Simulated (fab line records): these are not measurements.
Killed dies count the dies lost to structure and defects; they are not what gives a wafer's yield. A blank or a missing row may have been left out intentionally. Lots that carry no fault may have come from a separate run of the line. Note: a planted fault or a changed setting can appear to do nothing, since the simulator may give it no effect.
The tool behind it: which one?	flow nand-harc	24 lots with 72 wafers sampled at 5 steps, on a route of 1302 steps

## WHAT THE GAUGES READ, wafer by wafer
NHARC_P_M0_INSPECT_27. Usual: raw-defect-count at 284, with a standard deviation of 120.
lot	measured	on	raw-defect-count	flag
L074	day 6 08:13	defect-inspect-01	294 219 334	
L075	day 6 12:50	defect-inspect-02	192 151 153	
L076	day 6 22:04	defect-inspect-01	247 291 285	
L077	day 7 08:46	defect-inspect-01	412 148 367	
L078	day 8 02:50	defect-inspect-02	272 259 369	
L079	day 8 05:56	defect-inspect-02	117 132 95	
L080	day 8 18:07	defect-inspect-01	168 315 282	
L081	day 9 01:25	defect-inspect-01	322 246 298	
L082	day 9 17:04	defect-inspect-01	522 306 280	
L083	day 9 17:23	defect-inspect-01	288 223 267	
L084	day 10 13:22	defect-inspect-01	334 462 460	
L085	day 11 01:32	defect-inspect-02	291 122 169	
L086	day 11 03:56	defect-inspect-01	235 250 237	
L087	day 11 14:07	defect-inspect-02	127 312 188	
L089	day 12 04:59	defect-inspect-01	256 293 199	
L088	day 12 06:00	defect-inspect-01	355 217 270	
L090	day 13 05:11	defect-inspect-01	279 242 150	
L091	day 13 07:19	defect-inspect-01	206 291 210	
L092	day 14 00:28	defect-inspect-02	209 219 123	
L093	day 14 09:14	defect-inspect-02	143 179 394	
L095	day 14 19:24	defect-inspect-02	502 468 520	
L094	day 14 20:37	defect-inspect-01	296 207 519	
L096	day 15 06:03	defect-inspect-02	321 472 632	
L097	day 15 20:07	defect-inspect-01	367 310 224	

NHARC_P_M1_THK_MEAS_24: measures by xrf. Usual: thk-nm at 157.6 nm, with a standard deviation of 1.3.
lot	measured	on	thk-nm (nm)	flag
L074	day 6 12:05	film-metro-02	153.7 156.5 156.0	
L075	day 6 17:01	film-metro-01	158.7 157.4 158.2	
L076	day 7 02:02	film-metro-01	156.1 156.9 157.7	
L077	day 7 12:39	film-metro-01	156.0 156.8 156.4	
L078	day 8 06:50	film-metro-02	156.5 156.2 157.6	
L079	day 8 10:01	film-metro-02	157.2 156.5 156.8	
L080	day 8 21:59	film-metro-01	157.4 158.1 158.7	
L081	day 9 05:38	film-metro-01	155.1 156.1 158.4	
L082	day 9 21:14	film-metro-01	159.6 158.6 159.3	
L083	day 9 21:23	film-metro-02	156.4 157.8 156.0	
L084	day 10 17:46	film-metro-02	156.5 157.9 157.3	
L085	day 11 05:25	film-metro-01	157.8 158.3 156.0	
L086	day 11 08:01	film-metro-01	157.6 155.1 157.1	
L087	day 11 18:07	film-metro-01	156.5 157.2 157.4	
L089	day 12 08:56	film-metro-01	157.6 158.8 159.3	
L088	day 12 10:11	film-metro-02	157.6 154.9 156.4	
L090	day 13 09:04	film-metro-01	157.4 158.3 156.2	
L091	day 13 11:35	film-metro-01	158.0 157.4 156.7	
L092	day 14 04:27	film-metro-02	158.2 155.2 155.3	
L093	day 14 13:05	film-metro-02	159.1 158.7 158.0	
L095	day 14 23:24	film-metro-01	156.1 157.2 156.6	
L094	day 15 00:38	film-metro-01	156.9 157.5 156.9	
L096	day 15 10:03	film-metro-01	159.3 160.0 158.5	
L097	day 16 00:19	film-metro-02	157.9 157.1 157.8	

## TOOL THAT RAN EACH LOT (tool first, then ch and the chambers of the sampled wafers, then the start)
lot	NHARC_P_M1_STRIP_18	NHARC_P_M1_PRE_CLEAN_30	NHARC_P_M1_PVD_21
L074	rie-diel-12 ch 1,2,3, day 6 10:06	pvd-sputter-03, day 6 12:05 or earlier	pvd-sputter-03, day 6 12:05 or earlier
L075	rie-diel-13 ch 2,3, day 6 14:56	pvd-sputter-01, day 6 17:01 or earlier	pvd-sputter-01, day 6 17:01 or earlier
L076	rie-diel-05 ch 0,1,2, day 6 23:59	pvd-sputter-03, day 7 02:02 or earlier	pvd-sputter-03, day 7 02:02 or earlier
L077	rie-diel-13 ch 0,3, day 7 10:37	pvd-sputter-01, day 7 12:39 or earlier	pvd-sputter-01, day 7 12:39 or earlier
L078	rie-diel-12 ch 1,2, day 8 04:47	pvd-sputter-01, day 8 06:50 or earlier	pvd-sputter-01, day 8 06:50 or earlier
L079	rie-diel-13 ch 0,1,3, day 8 07:58	pvd-sputter-01, day 8 10:01 or earlier	pvd-sputter-01, day 8 10:01 or earlier
L080	rie-diel-13 ch 0,2,3, day 8 19:58	pvd-sputter-01, day 8 21:59 or earlier	pvd-sputter-01, day 8 21:59 or earlier
L081	rie-diel-12 ch 2,3, day 9 03:36	pvd-sputter-01, day 9 05:38 or earlier	pvd-sputter-01, day 9 05:38 or earlier
L082	rie-diel-13 ch 0,1,2, day 9 19:11	pvd-sputter-02, day 9 21:14 or earlier	pvd-sputter-02, day 9 21:14 or earlier
L083	rie-diel-05 ch 0,3, day 9 19:20	pvd-sputter-01, day 9 21:23 or earlier	pvd-sputter-01, day 9 21:23 or earlier
L084	rie-diel-12 ch 2,3, day 10 15:22	pvd-sputter-03, day 10 17:46 or earlier	pvd-sputter-03, day 10 17:46 or earlier
L085	rie-diel-13 ch 0,1,3, day 11 03:26	pvd-sputter-01, day 11 05:25 or earlier	pvd-sputter-01, day 11 05:25 or earlier
L086	rie-diel-13 ch 1,2,3, day 11 05:48	pvd-sputter-02, day 11 08:01 or earlier	pvd-sputter-02, day 11 08:01 or earlier
L087	rie-diel-13 ch 0,3, day 11 16:05	pvd-sputter-03, day 11 18:07 or earlier	pvd-sputter-03, day 11 18:07 or earlier
L089	rie-diel-05 ch 0,3, day 12 06:49	pvd-sputter-03, day 12 08:56 or earlier	pvd-sputter-03, day 12 08:56 or earlier
L088	rie-diel-13 ch 0,1,3, day 12 08:10	pvd-sputter-03, day 12 10:11 or earlier	pvd-sputter-03, day 12 10:11 or earlier
L090	rie-diel-12 ch 1,2,3, day 13 07:02	pvd-sputter-03, day 13 09:04 or earlier	pvd-sputter-03, day 13 09:04 or earlier
L091	rie-diel-12 ch 1,2,3, day 13 09:36	pvd-sputter-03, day 13 11:35 or earlier	pvd-sputter-03, day 13 11:35 or earlier
L092	rie-diel-12 ch 0,1,3, day 14 02:27	pvd-sputter-01, day 14 04:27 or earlier	pvd-sputter-01, day 14 04:27 or earlier
L093	rie-diel-12 ch 2,3, day 14 11:02	pvd-sputter-03, day 14 13:05 or earlier	pvd-sputter-03, day 14 13:05 or earlier
L095	rie-diel-13 ch 0,2, day 14 21:23	pvd-sputter-03, day 14 23:24 or earlier	pvd-sputter-03, day 14 23:24 or earlier
L094	rie-diel-05 ch 0,1, day 14 22:37	pvd-sputter-02, day 15 00:38 or earlier	pvd-sputter-02, day 15 00:38 or earlier
L096	rie-diel-12 ch 0,2, day 15 08:01	pvd-sputter-01, day 15 10:03 or earlier	pvd-sputter-01, day 15 10:03 or earlier
L097	rie-diel-05 ch 1,2,3, day 15 22:16	pvd-sputter-03, day 16 00:19 or earlier	pvd-sputter-03, day 16 00:19 or earlier
- NHARC_P_M1_STRIP_18: strips in N2/H2.
- NHARC_P_M1_PRE_CLEAN_30: time 30 s.
- NHARC_P_M1_PVD_21: deposits Cu, target thk 30 nm, time 20.49 s.

## AS READ BY THE TOOLS THEMSELVES (means over the sampled wafers that have a number; for cases with no such wafer, the mark the record gives instead)
NHARC_P_M1_STRIP_18. Usual: drypump-motor-current-A 5.6 A, standard deviation 0.55; oes-product-au 1.000 a.u., standard deviation 0.0084; rf-vpp-V 90.3 V, standard deviation 1; showerhead-plenum-p-Torr 2.01 Torr, standard deviation 0.068; throttle-valve-pct 14.171 %, standard deviation 0.0083.
lot	tool	drypump-motor-current-A (A)	oes-product-au (a.u.)	rf-vpp-V (V)	showerhead-plenum-p-Torr (Torr)	throttle-valve-pct (%)	flag
L074	rie-diel-12	5.7	0.990	89.6	2.00	14.169	
L075	rie-diel-13	5.2	1.009	89.7	1.95	14.170	
L076	rie-diel-05	5.4	0.999	91.3	2.08	14.162	
L077	rie-diel-13	5.5	1.007	89.8	1.94	14.168	
L078	rie-diel-12	5.3	1.002	90.1	2.01	14.175	
L079	rie-diel-13	5.5	1.005	89.5	1.97	14.167	
L080	rie-diel-13	5.7	1.014	90.8	1.95	14.173	
L081	rie-diel-12	5.8	0.995	90.5	1.99	14.169	
L082	rie-diel-13	5.8	1.003	90.2	1.99	14.172	
L083	rie-diel-05	5.3	0.999	90.7	2.03	14.176	
L084	rie-diel-12	5.8	0.992	90.7	1.99	14.173	
L085	rie-diel-13	5.5	1.006	90.1	1.97	14.175	
L086	rie-diel-13	5.2	0.996	89.1	1.98	14.176	
L087	rie-diel-13	6.0	1.001	89.1	1.94	14.172	
L089	rie-diel-05	5.3	1.000	90.7	2.06	14.174	
L088	rie-diel-13	5.5	1.012	89.7	1.97	14.165	
L090	rie-diel-12	5.6	0.993	89.3	2.00	14.176	
L091	rie-diel-12	5.7	0.986	90.3	1.99	14.166	
L092	rie-diel-12	5.9	1.001	90.8	2.03	14.172	
L093	rie-diel-12	5.8	0.993	90.9	1.98	14.166	
L095	rie-diel-13	6.0	1.003	89.8	1.97	14.174	
L094	rie-diel-05	5.8	1.001	90.1	1.98	14.170	
L096	rie-diel-12	6.2	0.996	90.9	2.08	14.176	
L097	rie-diel-05	5.5	0.991	90.9	2.02	14.175	

NHARC_P_M1_PRE_CLEAN_30. Usual: heater-power-w at 396 W, with a standard deviation of 41.
lot	tool	heater-power-w (W)	flag
L074	pvd-sputter-03	384	
L075	pvd-sputter-01	403	
L076	pvd-sputter-03	392	
L077	pvd-sputter-01	395	
L078	pvd-sputter-01	404	
L079	pvd-sputter-01	382	
L080	pvd-sputter-01	393	
L081	pvd-sputter-01	383	
L082	pvd-sputter-02	410	
L083	pvd-sputter-01	400	
L084	pvd-sputter-03	400	
L085	pvd-sputter-01	402	
L086	pvd-sputter-02	367	
L087	pvd-sputter-03	370	
L089	pvd-sputter-03	414	
L088	pvd-sputter-03	398	
L090	pvd-sputter-03	405	
L091	pvd-sputter-03	406	
L092	pvd-sputter-01	411	
L093	pvd-sputter-03	395	
L095	pvd-sputter-03	368	
L094	pvd-sputter-02	407	
L096	pvd-sputter-01	389	
L097	pvd-sputter-03	410	

NHARC_P_M1_PVD_21. Usual: throttle-valve-pct at 29.8 %, with a standard deviation of 1.1.
lot	tool	throttle-valve-pct (%)	flag
L074	pvd-sputter-03	29.1	
L075	pvd-sputter-01	29.4	
L076	pvd-sputter-03	29.3	
L077	pvd-sputter-01	30.2	
L078	pvd-sputter-01	29.6	
L079	pvd-sputter-01	29.5	
L080	pvd-sputter-01	30.1	
L081	pvd-sputter-01	30.6	
L082	pvd-sputter-02	31.0	
L083	pvd-sputter-01	30.0	
L084	pvd-sputter-03	29.8	
L085	pvd-sputter-01	28.8	
L086	pvd-sputter-02	31.6	
L087	pvd-sputter-03	29.9	
L089	pvd-sputter-03	29.7	
L088	pvd-sputter-03	30.1	
L090	pvd-sputter-03	29.7	
L091	pvd-sputter-03	30.0	
L092	pvd-sputter-01	30.0	
L093	pvd-sputter-03	29.7	
L095	pvd-sputter-03	29.5	
L094	pvd-sputter-02	31.1	
L096	pvd-sputter-01	29.5	
L097	pvd-sputter-03	29.2	

## THE ANSWER, worked out from the rows above alone
Rule: a lot counts as off when the mean over its wafers that have a number is more than 3 standard deviations away from the usual mean. A lot without any number at a reading at which 4 lots or more have one is off too. All remaining lots with rows at the step are treated as sound. After the gauges, taken in route order, come the tools' own readings; for these a lot's mean is taken, as printed above. The first step at which some lot is off is used, and at that step the reading that is off furthest; a lot without a number counts as furthest.
No lot is off at any reading shown: from this, nothing can be told.

## WHAT THE SIMULATOR HAD INSERTED
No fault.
